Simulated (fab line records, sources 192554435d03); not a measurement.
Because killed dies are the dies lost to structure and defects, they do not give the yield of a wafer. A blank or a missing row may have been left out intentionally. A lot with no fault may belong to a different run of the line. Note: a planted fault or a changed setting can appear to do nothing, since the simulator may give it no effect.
Comparing a struck lot with a sound one + flow n5 finfet + 16 out of 1938 route steps
Sound: the wafers L469.1, L469.4, L469.6. Struck: wafer L475.1 (left out: L475.2, a lot-mate that was not struck); the cause follows at the end.
At each step with rows: each side's tool, then ch and its chambers, then its first start. Under that, the readings that differ: sound wafers + struck wafers + difference of the means + sigmas: that difference in standard deviations of wafers without a fault.
alike: readings with means less than 2 such deviations apart, plus words and numbers identical on both sides. not compared: withheld readings, readings lacking a value on some wafer, bounds such as >300 that could conceal the same value, and numbers that have no deviation in the record and whose values overlap.
A row with sigmas, a row that says differs or no value, or rows on one side alone: a step with any of these is where the two part. When numbers do not overlap yet have no deviation, they are printed without sigmas and do not part them. Lack of a reading on every wafer of one side parts them only where that side has two or more wafers.

first, 1 step without rows for these wafers: N5_ILD0_CURE_02 (time 1800 s).
N5_ILD0_CMP_03: polishes, stops on SiNx, t overpolish 1.9 s, target thk 197.38 nm.
  sound on cmp-03 ch 0,1,2, day 4 04:12; struck on cmp-03 ch 2, day 5 16:04
  alike: motor current A, overpolish run s, time to endpoint s
N5_ILD0_THK_MEAS_04:
  sound: film metro-02 at day 4 04:27; struck: film metro-02 at day 5 16:21
  alike: thk nm
N5_ILD0_CMP_07: polishes SiO2 flowable, stops on poly-Si, t overpolish 1.18 s, target thk 138.88 nm.
  sound on cmp-03 ch 0,1, day 4 04:31; struck on cmp-04 ch 3, day 5 16:25
  alike: motor current A
N5_ILD0_THK_MEAS_08:
  sound: film metro-01 at day 4 04:47; struck: film metro-02 at day 5 16:41
  alike: thk nm
then, 1 step without rows for these wafers: N5_ILD0_PRECLEAN_10 (cleans in NF3:NH3, afs cycles 5, time 20 s, sublimation time 60 s).
N5_ILD0_ALD_15: deposits SiNx, target thk 24 nm, pulse time 1 s, ald cycles 480.
  sound on ald sin-03 ch 0,1, day 4 05:30; struck on ald sin-03 ch 2, day 5 17:34
  alike: chamber pressure Torr, heater power outer w, heater power w, precursor pulse height rel
N5_ILD0_CMP_12: polishes SiNx, stops on poly-Si, t overpolish 6 s, target thk 17.67 nm.
  sound on cmp-02 ch 0,1,3, day 4 07:46; struck on cmp-03 ch 2, day 5 19:46
| reading                | sound          | struck | difference | sigmas |
|------------------------|----------------|--------|------------|--------|
| time to endpoint s (s) | 30.0 28.5 27.5 | 33.5   | +4.8       | +2     |
  alike: motor current A, overpolish run s
N5_ILD0_THK_MEAS_13:
  sound: film metro-02 at day 4 07:59; struck: film metro-02 at day 5 20:04
  alike: thk nm
N5_ILD0_INSPECT_06: inspects for defects (darkfield).
  sound: defect inspect-02 at day 4 08:01; struck: defect inspect-01 at day 5 20:05
  alike: raw defect count
N5_SDB_HM_DEP_00: deposits SiNx from SiH4/NH3/N2, target thk 40 nm, time 35.3 s.
  sound on pecvd-04 ch 0,1,2, day 4 08:03; struck on pecvd-01 ch 2, day 5 20:08
  alike: chamber pressure Torr, heater power outer w, heater power w, showerhead plenum p Torr, throttle valve pct
then, 1 step without rows for these wafers: N5_SDB_COAT_03 (time 60 s, resist thk 100 nm).
N5_SDB_COAT_04: time 60 s, resist thk 18 nm.
  sound on litho track-02 ch 0, day 4 08:08; struck on litho track-04 ch 0, day 5 20:13
| reading          | sound             | struck | difference | sigmas |
|------------------|-------------------|--------|------------|--------|
| run length s (s) | 66.04 66.03 66.27 | 78.59  | +12.48     | +59    |
then, 1 step without rows for these wafers: N5_SDB_COAT_05 (resist thk 90 nm).
-- the record jumps here: 5 days lie between the struck wafers' starts before and after (it left off in module SDB and takes up again in module BEOL_M4, whose first step shown is number 1111 of the route) --
N5_BEOL_M4_RC_MEAS_101:
  sound on prober-02 ch 0, day 9 07:52; struck on prober-02 ch 0, day 10 10:37
| reading        | sound             | struck | difference | sigmas |
|----------------|-------------------|--------|------------|--------|
| IOFF_N (nA/um) | 0.202 0.163 0.222 | 0.145  | -0.051     | -2     |
| SS_N (mV/dec)  | 72.8 71.5 72.7    | 70.7   | -1.6       | -3     |
  alike: DIBL_N, DIBL_P, IOFF_P, ION_N, ION_P, SS_P, VT_N, VT_P
N5_PASSIVATION_PROBE_49:
  the record has rows for the sound wafers here (prober-02, day 13 21:54) and none for the struck ones

== WHERE THEY PART ==
Last at N5_PASSIVATION_PROBE_49 as far as this record goes, first at N5_ILD0_CMP_12.

WHY: the cause the simulator had injected
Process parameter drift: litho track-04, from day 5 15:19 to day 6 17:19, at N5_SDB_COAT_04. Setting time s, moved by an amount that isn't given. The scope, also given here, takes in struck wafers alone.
